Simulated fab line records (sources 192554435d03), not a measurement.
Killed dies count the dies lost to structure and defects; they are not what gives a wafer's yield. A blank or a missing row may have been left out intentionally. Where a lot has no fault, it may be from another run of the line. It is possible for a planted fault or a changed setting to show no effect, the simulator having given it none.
Struck lot and sound lot, side by side -- flow n5Finfet -- 36 out of 1938 route steps
Sound: these wafers, L850.1, L850.3, L850.6. The struck wafers were L861.1, L861.2, L861.6. At the end, the cause is stated.
Order at every step that has rows: each side's tool, ch and its chambers, its first start. Under that, the readings that differ: sound wafers -- struck wafers -- difference of the means -- sigmas: that difference in standard deviations of wafers without a fault.
alike: same words and numbers on both sides, and readings whose means sit less than 2 such deviations apart. not compared: any withheld reading, any reading some wafer has no value for, any bound like >300 that may hide the same value, and any number with overlapping values for which the record gives no deviation.
Wherever a step has rows on one side only, a row that says differs or no value, or a row with sigmas, the two part there. Numbers that don't overlap but have no deviation are shown without sigmas and don't part them. A reading missing from all wafers of one side parts the sides only when that side holds two or more wafers.

first, 9 steps without rows for these wafers: N5_BEOL_M4_ANNEAL_95 (time 240 s); N5_BEOL_M4_SPUTTER_96 (material Cu, target thk 4.5 nm, time 8.29 s); N5_BEOL_M4_ECD_50 (material Cu, target thk 300 nm); N5_BEOL_M4_ANNEAL_51 (time 90 s); N5_BEOL_M4_CMP_52 (polishes, stops on SiOC, t overpolish 6.8 s, target thk 40 nm); N5_BEOL_M4_PRE_CLEAN_60 (time 15 s); N5_BEOL_M4_CO_CAP_55 (material Co, precursor CCTBA/H2, target thk 2 nm, time 102.1 s); N5_BEOL_M4_PRE_CLEAN_56 (time 15 s); N5_BEOL_M4_DEP_57 (deposits SiCN from 3MS/NH3, target thk 8 nm, time 14 s).
N5_BEOL_M4_RC_MEAS_101:
  sound on prober-02 ch 0, day 9 03:23; struck on prober-01 ch 0, day 11 17:05
  alike: DIBL_N, DIBL_P, IOFF_N, IOFF_P, ION_N, ION_P, SS_N, SS_P, VT_N, VT_P
then, 24 steps without rows for these wafers: N5_BEOL_M5_ILD_DEP_00 (deposits SiCOH lowk from DEMS/porogen, target thk 140.64 nm, time 25.9 s); N5_BEOL_M5_CURE_79 (cures SiCOH lowk, time 240 s); N5_BEOL_M5_PECVD_70 (deposits SiO2 from TEOS/O2, target thk 16 nm, time 18 s); N5_BEOL_M5_HM_DEP_02 (deposits TiN, target thk 20 nm); N5_BEOL_M5_COAT_59 (time 60 s, resist thk 60 nm); N5_BEOL_M5_COAT_60 (time 60 s, resist thk 12 nm); N5_BEOL_M5_COAT_71 (time 60 s, resist thk 5 nm); N5_BEOL_M5_COAT_05 (resist thk 30 nm); N5_BEOL_M5_EBR_07; N5_BEOL_M5_SOFTBAKE_06 (time 60 s); N5_BEOL_M5_EXPOSE_08 (exposes mask M5, target cd 28 nm); N5_BEOL_M5_PEB_09 (peb time 60 s); N5_BEOL_M5_DEVELOP_10 (develop time 30 s); N5_BEOL_M5_DESCUM_16 (chemistry O2, time 7 s); N5_BEOL_M5_ETCH_72 (etches underlayer in N2/H2, target depth 6.5 nm, time 5.2 s); N5_BEOL_M5_ETCH_61 (etches SiARC in CF4, target depth 15.6 nm, time 26 s); N5_BEOL_M5_ETCH_62 (etches SOC in N2/H2, target depth 75 nm, overetch 15 nm, time 112.5 s); N5_BEOL_M5_STRIP_63 (strips in N2/H2); N5_BEOL_M5_STRIP_73 (strips in N2/H2); N5_BEOL_M5_STRIP_64 (strips in CF4); N5_BEOL_M5_HM_OPEN_17 (chemistry Cl2/BCl3, target TiN, target depth 20 nm, overetch 6 nm); N5_BEOL_M5_STRIP_19 (strips in O2); N5_BEOL_M5_COAT_65 (time 60 s, resist thk 60 nm); N5_BEOL_M5_COAT_66 (time 60 s, resist thk 12 nm).
-- here the record skips 2 days between the struck wafers' starts before and after, leaving off in module BEOL_M5 and picking up in module BEOL_M11 (first step shown: number 1539 of the route) --
N5_BEOL_M11_PECVD_70: deposits SiO2 from TEOS/O2, target thk 20 nm, time 22.7 s.
  sound on pecvd-03 ch 0,1, day 11 03:56; struck on pecvd-03 ch 1,2, day 13 22:31
  no value came back on the struck wafers for any of 5 readings (chamberPressureTorr (Torr), heaterPowerOuterW (W) and others); on the sound wafers chamberPressureTorr (Torr) reads 5.487 5.510 5.500
-- the record jumps here: 2 days lie between the struck wafers' starts before and after (it left off in module BEOL_M11 and takes up again in module PASSIVATION, whose first step shown is number 1936 of the route) --
N5_PASSIVATION_PROBE_49:
  struck on prober-02, day 16 01:00; sound on prober-01, day 13 05:09
reading,sound,struck,difference,sigmas
defectLimitedYield (%),91.8 91.3 93.5,64.3 63.6 61.9,-28.9,-19
killed_at_M4_up,17 19 15,336 342 364,+330,+62
killedDies,97 103 77,421 429 450,+341,+20
killedOnRim,11 13 5,14 114 113,+71,+18
sort_bin_5_function (%),4.9 5.4 4.2,32.2 32.8 34.9,+28.5,+31
sortNPass,1083 1077 1103,759 751 730,-341,-20
sortYieldPct (%),91.8 91.3 93.5,64.3 63.6 61.9,-28.9,-21
  alike: killed_at_M0_to_M3, killedAtContacts, killedAtFrontEnd, killedAtOther, killedOpen, killedShort, sort_bin_6_memory

WHERE THEY PART
Last at N5_PASSIVATION_PROBE_49 as far as this record goes, first at N5_BEOL_M11_PECVD_70.

WHY: whatever the simulator had introduced
Beginning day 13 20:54, the whole step at N5_BEOL_M11_PECVD_70 was skipped on pecvd-03. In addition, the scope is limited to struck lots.
